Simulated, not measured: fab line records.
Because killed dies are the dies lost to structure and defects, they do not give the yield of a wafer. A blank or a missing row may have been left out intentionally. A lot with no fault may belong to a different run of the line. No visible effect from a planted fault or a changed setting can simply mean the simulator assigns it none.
The tool behind it: which one? || flow n5 finfet || 10 lots with 28 wafers sampled at 6 steps, on a route of 1938 steps

WHAT EACH GAUGE READ, for each wafer
N5_PMOS_HMC_CHANNEL_EPI_INSPECT_30: inspects for defects (darkfield).
{"lot": "L115", "measured": "day 2 21:48", "on": "defect inspect-02", "raw defect count": "18 17 15"}
{"lot": "L116", "measured": "day 3 02:19", "on": "defect inspect-02", "raw defect count": "11 19 16"}
{"lot": "L117", "measured": "day 3 09:01", "on": "defect inspect-01", "raw defect count": "16 12 19"}
{"lot": "L118", "measured": "day 3 20:49", "on": "defect inspect-02", "raw defect count": "18 21 18"}
{"lot": "L120", "measured": "day 4 02:41", "on": "defect inspect-02", "raw defect count": "20 49 18"}
{"lot": "L122", "measured": "day 4 14:30", "on": "defect inspect-02", "raw defect count": "10 17 19"}
{"lot": "L128", "measured": "day 6 02:22", "on": "defect inspect-01", "raw defect count": "16 30"}
{"lot": "L129", "measured": "day 6 08:12", "on": "defect inspect-01", "raw defect count": "20 19"}
{"lot": "L133", "measured": "day 7 08:15", "on": "defect inspect-01", "raw defect count": "19 12 17"}
{"lot": "L134", "measured": "day 7 16:31", "on": "defect inspect-01", "raw defect count": "12 17 17"}

N5_FIN_SAQP_CD_MEAS_16: target cd 35.6 nm.
{"lot": "L115", "measured": "day 2 23:09", "on": "cd sem-02", "cd nm (nm)": "35.5 35.5 35.4"}
{"lot": "L116", "measured": "day 3 03:31", "on": "cd sem-03", "cd nm (nm)": "35.5 35.0 35.1"}
{"lot": "L117", "measured": "day 3 10:20", "on": "cd sem-03", "cd nm (nm)": "35.8 35.4 35.9"}
{"lot": "L118", "measured": "day 3 22:37", "on": "cd sem-02", "cd nm (nm)": "34.8 35.1 35.2"}
{"lot": "L120", "measured": "day 4 03:59", "on": "cd sem-01", "cd nm (nm)": "36.2 36.2 36.0"}
{"lot": "L122", "measured": "day 4 15:52", "on": "cd sem-02", "cd nm (nm)": "35.9 36.0 35.4"}
{"lot": "L128", "measured": "day 6 03:38", "on": "cd sem-01", "cd nm (nm)": "31.2 35.8"}
{"lot": "L129", "measured": "day 6 09:28", "on": "cd sem-01", "cd nm (nm)": "30.6 31.4"}
{"lot": "L133", "measured": "day 7 09:31", "on": "cd sem-03", "cd nm (nm)": "35.6 35.5 35.2"}
{"lot": "L134", "measured": "day 7 17:50", "on": "cd sem-01", "cd nm (nm)": "35.6 36.1 35.1"}

N5_FIN_SAQP_OVL_MEAS_17.
{"lot": "L115", "measured": "day 2 23:11", "on": "overlay-02", "FIN_CORE_OVL (nm)": "-0.9 -0.5 -0.8"}
{"lot": "L116", "measured": "day 3 03:33", "on": "overlay-01", "FIN_CORE_OVL (nm)": "0.2 -0.5 -1.1"}
{"lot": "L117", "measured": "day 3 10:23", "on": "overlay-01", "FIN_CORE_OVL (nm)": "1.1 -0.3 -0.1"}
{"lot": "L118", "measured": "day 3 22:40", "on": "overlay-02", "FIN_CORE_OVL (nm)": "-0.7 -0.4 -0.1"}
{"lot": "L120", "measured": "day 4 04:01", "on": "overlay-02", "FIN_CORE_OVL (nm)": "0.0 0.2 -0.3"}
{"lot": "L122", "measured": "day 4 15:53", "on": "overlay-01", "FIN_CORE_OVL (nm)": "-0.7 -1.6 -0.8"}
{"lot": "L128", "measured": "day 6 03:41", "on": "overlay-02", "FIN_CORE_OVL (nm)": "0.0 0.1"}
{"lot": "L129", "measured": "day 6 09:31", "on": "overlay-02", "FIN_CORE_OVL (nm)": "-1.5 -1.0"}
{"lot": "L133", "measured": "day 7 09:33", "on": "overlay-02", "FIN_CORE_OVL (nm)": "-1.3 0.0 -1.3"}
{"lot": "L134", "measured": "day 7 17:52", "on": "overlay-01", "FIN_CORE_OVL (nm)": "-1.3 -0.4 0.6"}

N5_BEOL_M4_RC_MEAS_101.
{"lot": "L115", "measured": "day 9 08:56", "on": "prober-02", "DIBL_N (mV/V)": "39.0 32.9 37.2", "DIBL_P (mV/V)": "37.7 31.1 35.9", "IOFF_N (nA/um)": "0.24 0.12 0.20", "IOFF_P (nA/um)": "0.23 0.15 0.21", "ION_N (uA/um)": "679 672 688", "ION_P (uA/um)": "456 463 465", "SS_N (mV/dec)": "72.0 70.8 72.7", "SS_P (mV/dec)": "74.2 72.4 73.9", "VT_N (mV)": "245 255 245", "VT_P (mV)": "-248 -252 -248"}
{"lot": "L116", "measured": "day 9 12:27", "on": "prober-02", "DIBL_N (mV/V)": "35.6 33.2 32.8", "DIBL_P (mV/V)": "35.9 32.4 32.0", "IOFF_N (nA/um)": "0.15 0.11 0.11", "IOFF_P (nA/um)": "0.20 0.14 0.15", "ION_N (uA/um)": "677 669 647", "ION_P (uA/um)": "461 459 454", "SS_N (mV/dec)": "71.1 70.3 71.4", "SS_P (mV/dec)": "73.5 71.7 72.9", "VT_N (mV)": "253 255 253", "VT_P (mV)": "-249 -254 -253"}
{"lot": "L117", "measured": "day 9 10:58", "on": "prober-01", "DIBL_N (mV/V)": "34.8 37.2 34.0", "DIBL_P (mV/V)": "33.8 36.0 32.3", "IOFF_N (nA/um)": "0.13 0.16 0.12", "IOFF_P (nA/um)": "0.16 0.18 0.13", "ION_N (uA/um)": "664 678 660", "ION_P (uA/um)": "456 457 448", "SS_N (mV/dec)": "71.1 71.7 70.9", "SS_P (mV/dec)": "73.1 73.2 71.5", "VT_N (mV)": "251 248 255", "VT_P (mV)": "-257 -253 -257"}
{"lot": "L118", "measured": "day 10 10:59", "on": "prober-01", "DIBL_N (mV/V)": "35.8 36.6 36.7", "DIBL_P (mV/V)": "35.1 34.8 35.7", "IOFF_N (nA/um)": "0.16 0.16 0.16", "IOFF_P (nA/um)": "0.19 0.19 0.20", "ION_N (uA/um)": "697 688 690", "ION_P (uA/um)": "474 464 471", "SS_N (mV/dec)": "71.5 71.2 71.1", "SS_P (mV/dec)": "72.5 73.1 72.8", "VT_N (mV)": "246 247 247", "VT_P (mV)": "-249 -251 -250"}
{"lot": "L120", "measured": "day 10 14:34", "on": "prober-01", "DIBL_N (mV/V)": "34.5 36.8 36.8", "DIBL_P (mV/V)": "34.6 37.8 36.9", "IOFF_N (nA/um)": "0.13 0.15 0.16", "IOFF_P (nA/um)": "0.17 0.20 0.19", "ION_N (uA/um)": "684 669 668", "ION_P (uA/um)": "464 453 457", "SS_N (mV/dec)": "71.4 71.6 71.8", "SS_P (mV/dec)": "72.2 73.7 73.4", "VT_N (mV)": "252 251 249", "VT_P (mV)": "-252 -255 -253"}
{"lot": "L122", "measured": "day 11 11:31", "on": "prober-02", "DIBL_N (mV/V)": "34.3 39.5 32.7", "DIBL_P (mV/V)": "34.2 41.3 31.6", "IOFF_N (nA/um)": "0.13 0.25 0.11", "IOFF_P (nA/um)": "0.17 0.31 0.14", "ION_N (uA/um)": "660 712 669", "ION_P (uA/um)": "454 480 457", "SS_N (mV/dec)": "71.3 72.6 70.9", "SS_P (mV/dec)": "71.9 74.3 72.1", "VT_N (mV)": "251 242 253", "VT_P (mV)": "-253 -243 -254"}
{"lot": "L128", "measured": "day 12 05:58", "on": "prober-01", "DIBL_N (mV/V)": "33.1 32.3", "DIBL_P (mV/V)": "32.2 31.9", "IOFF_N (nA/um)": "0.11 0.11", "IOFF_P (nA/um)": "0.15 0.15", "ION_N (uA/um)": "662 682", "ION_P (uA/um)": "448 472", "SS_N (mV/dec)": "69.8 70.4", "SS_P (mV/dec)": "71.9 73.0", "VT_N (mV)": "252 253", "VT_P (mV)": "-255 -253"}
{"lot": "L129", "measured": "day 12 19:35", "on": "prober-01", "DIBL_N (mV/V)": "34.0 33.2", "DIBL_P (mV/V)": "34.2 32.4", "IOFF_N (nA/um)": "0.12 0.11", "IOFF_P (nA/um)": "0.17 0.15", "ION_N (uA/um)": "682 670", "ION_P (uA/um)": "463 451", "SS_N (mV/dec)": "71.2 70.2", "SS_P (mV/dec)": "73.4 72.3", "VT_N (mV)": "255 255", "VT_P (mV)": "-253 -254"}
{"lot": "L133", "measured": "day 14 15:19", "on": "prober-01", "DIBL_N (mV/V)": "35.5 32.7 35.4", "DIBL_P (mV/V)": "35.0 31.9 36.6", "IOFF_N (nA/um)": "0.15 0.11 0.16", "IOFF_P (nA/um)": "0.23 0.18 0.25", "ION_N (uA/um)": "676 672 688", "ION_P (uA/um)": "468 472 474", "SS_N (mV/dec)": "71.7 70.3 71.5", "SS_P (mV/dec)": "73.1 71.7 72.9", "VT_N (mV)": "254 254 249", "VT_P (mV)": "-243 -247 -244"}
{"lot": "L134", "measured": "day 14 14:02", "on": "prober-02", "DIBL_N (mV/V)": "38.0 36.1 36.0", "DIBL_P (mV/V)": "40.0 37.1 36.9", "IOFF_N (nA/um)": "0.22 0.18 0.17", "IOFF_P (nA/um)": "0.26 0.23 0.21", "ION_N (uA/um)": "710 701 689", "ION_P (uA/um)": "477 476 467", "SS_N (mV/dec)": "72.6 71.7 71.4", "SS_P (mV/dec)": "73.7 73.3 73.6", "VT_N (mV)": "242 247 246", "VT_P (mV)": "-247 -250 -250"}

WHAT TOOL EACH LOT RAN ON (gives the tool, then ch and the chambers of the sampled wafers, and finally the start)
{"lot": "L115", "N5_FIN_SAQP_PECVD_47": "pecvd-03 ch 0,1, day 2 22:28", "N5_FIN_SAQP_EXPOSE_13": "arfi scanner-02 ch 0, day 2 23:02"}
{"lot": "L116", "N5_FIN_SAQP_PECVD_47": "pecvd-03 ch 0,1,2, day 3 02:59", "N5_FIN_SAQP_EXPOSE_13": "arfi scanner-02 ch 0, day 3 03:23"}
{"lot": "L117", "N5_FIN_SAQP_PECVD_47": "pecvd-03 ch 0,2, day 3 09:41", "N5_FIN_SAQP_EXPOSE_13": "arfi scanner-01 ch 0, day 3 10:13"}
{"lot": "L118", "N5_FIN_SAQP_PECVD_47": "pecvd-04 ch 1,2, day 3 21:56", "N5_FIN_SAQP_EXPOSE_13": "arfi scanner-02 ch 0, day 3 22:30"}
{"lot": "L120", "N5_FIN_SAQP_PECVD_47": "pecvd-03 ch 0,2, day 4 03:23", "N5_FIN_SAQP_EXPOSE_13": "arfi scanner-02 ch 0, day 4 03:52"}
{"lot": "L122", "N5_FIN_SAQP_PECVD_47": "pecvd-03 ch 0,1,2, day 4 15:10", "N5_FIN_SAQP_EXPOSE_13": "arfi scanner-02 ch 0, day 4 15:44"}
{"lot": "L128", "N5_FIN_SAQP_PECVD_47": "pecvd-03 ch 1,2, day 6 03:07", "N5_FIN_SAQP_EXPOSE_13": "arfi scanner-02 ch 0, day 6 03:31"}
{"lot": "L129", "N5_FIN_SAQP_PECVD_47": "pecvd-03 ch 0,2, day 6 08:53", "N5_FIN_SAQP_EXPOSE_13": "arfi scanner-02 ch 0, day 6 09:21"}
{"lot": "L133", "N5_FIN_SAQP_PECVD_47": "pecvd-03 ch 0,1,2, day 7 08:59", "N5_FIN_SAQP_EXPOSE_13": "arfi scanner-03 ch 0, day 7 09:23"}
{"lot": "L134", "N5_FIN_SAQP_PECVD_47": "pecvd-02 ch 1,2, day 7 17:11", "N5_FIN_SAQP_EXPOSE_13": "arfi scanner-01 ch 0, day 7 17:42"}
- N5_FIN_SAQP_PECVD_47: deposits a-Si from SiH4/He, target thk 45 nm, time 36.3 s.
- N5_FIN_SAQP_EXPOSE_13: exposes mask FIN CORE, target cd 35.6 nm.

AS READ BY THE TOOLS THEMSELVES (means over the sampled wafers that have a number; for cases with no such wafer, the mark the record gives instead)
N5_FIN_SAQP_PECVD_47.
{"lot": "L115", "tool": "pecvd-03", "heater power w (W)": 951, "showerhead plenum p Torr (Torr)": 5.58, "throttle valve pct (%)": 18.3}
{"lot": "L116", "tool": "pecvd-03", "heater power w (W)": 910, "showerhead plenum p Torr (Torr)": 5.64, "throttle valve pct (%)": 17.9}
{"lot": "L117", "tool": "pecvd-03", "heater power w (W)": 1004, "showerhead plenum p Torr (Torr)": 5.69, "throttle valve pct (%)": 17.3}
{"lot": "L118", "tool": "pecvd-04", "heater power w (W)": 824, "showerhead plenum p Torr (Torr)": 5.70, "throttle valve pct (%)": 17.1}
{"lot": "L120", "tool": "pecvd-03", "heater power w (W)": 1013, "showerhead plenum p Torr (Torr)": 5.69, "throttle valve pct (%)": 17.5}
{"lot": "L122", "tool": "pecvd-03", "heater power w (W)": 918, "showerhead plenum p Torr (Torr)": 5.64, "throttle valve pct (%)": 17.8}
{"lot": "L128", "tool": "pecvd-03", "heater power w (W)": 808, "showerhead plenum p Torr (Torr)": 5.65, "throttle valve pct (%)": 17.6}
{"lot": "L129", "tool": "pecvd-03", "heater power w (W)": 1006, "showerhead plenum p Torr (Torr)": 5.67, "throttle valve pct (%)": 17.7}
{"lot": "L133", "tool": "pecvd-03", "heater power w (W)": 987, "showerhead plenum p Torr (Torr)": 5.63, "throttle valve pct (%)": 18.0}
{"lot": "L134", "tool": "pecvd-02", "heater power w (W)": 759, "showerhead plenum p Torr (Torr)": 5.72, "throttle valve pct (%)": 18.3}

N5_FIN_SAQP_EXPOSE_13.
{"lot": "L115", "tool": "arfi scanner-02", "reticle temp C (C)": 23.21}
{"lot": "L116", "tool": "arfi scanner-02", "reticle temp C (C)": 22.98}
{"lot": "L117", "tool": "arfi scanner-01", "reticle temp C (C)": 22.90}
{"lot": "L118", "tool": "arfi scanner-02", "reticle temp C (C)": 22.96}
{"lot": "L120", "tool": "arfi scanner-02", "reticle temp C (C)": 23.01}
{"lot": "L122", "tool": "arfi scanner-02", "reticle temp C (C)": 23.04}
{"lot": "L128", "tool": "arfi scanner-02", "reticle temp C (C)": 23.04}
{"lot": "L129", "tool": "arfi scanner-02", "reticle temp C (C)": 22.90}
{"lot": "L133", "tool": "arfi scanner-03", "reticle temp C (C)": 22.92}
{"lot": "L134", "tool": "arfi scanner-01", "reticle temp C (C)": 22.92}

THE ANSWER, worked out from the rows above alone
Rule: what is usual is taken from the lots themselves. The widest of any qualifying gaps counts: lots, ordered by their means at a reading, are off when they make up no more than a third of the lots, leave a main group of 4 or more, and stand apart from it by 3 or more times the standard deviation of that group's means. The tables above print the reading to a certain number of digits; a main group whose means all agree to those digits is not used. Also off: a lot with no number at a reading for which 4 or more lots have one. The other lots that the step has rows for count as sound. After the gauges, taken in route order, come the tools' own readings; for these a lot's mean is taken, as printed above. The first step at which some lot is off is used, and at that step the reading that is off furthest; a lot without a number counts as furthest.
Off: L128, L129, at N5_FIN_SAQP_CD_MEAS_16 (cd nm). For the main group the mean is 35.5 nm and the standard deviation 0.32.
A tool fits if, at a process step before that reading, it ran every lot that is off, and no sound lot after the first of them. The gauges at N5_FIN_SAQP_CD_MEAS_16 are tried like those tools. One fits: arfi scanner-02 at N5_FIN_SAQP_EXPOSE_13. A fault onset in the window from L122 (day 4 15:44, its last sound lot) to L128 (day 6 03:31, its first lot off) fits.

WHAT THE SIMULATOR HAD INSERTED
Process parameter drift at N5_FIN_SAQP_EXPOSE_13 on arfi scanner-02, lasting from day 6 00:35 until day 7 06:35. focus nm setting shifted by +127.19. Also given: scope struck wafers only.
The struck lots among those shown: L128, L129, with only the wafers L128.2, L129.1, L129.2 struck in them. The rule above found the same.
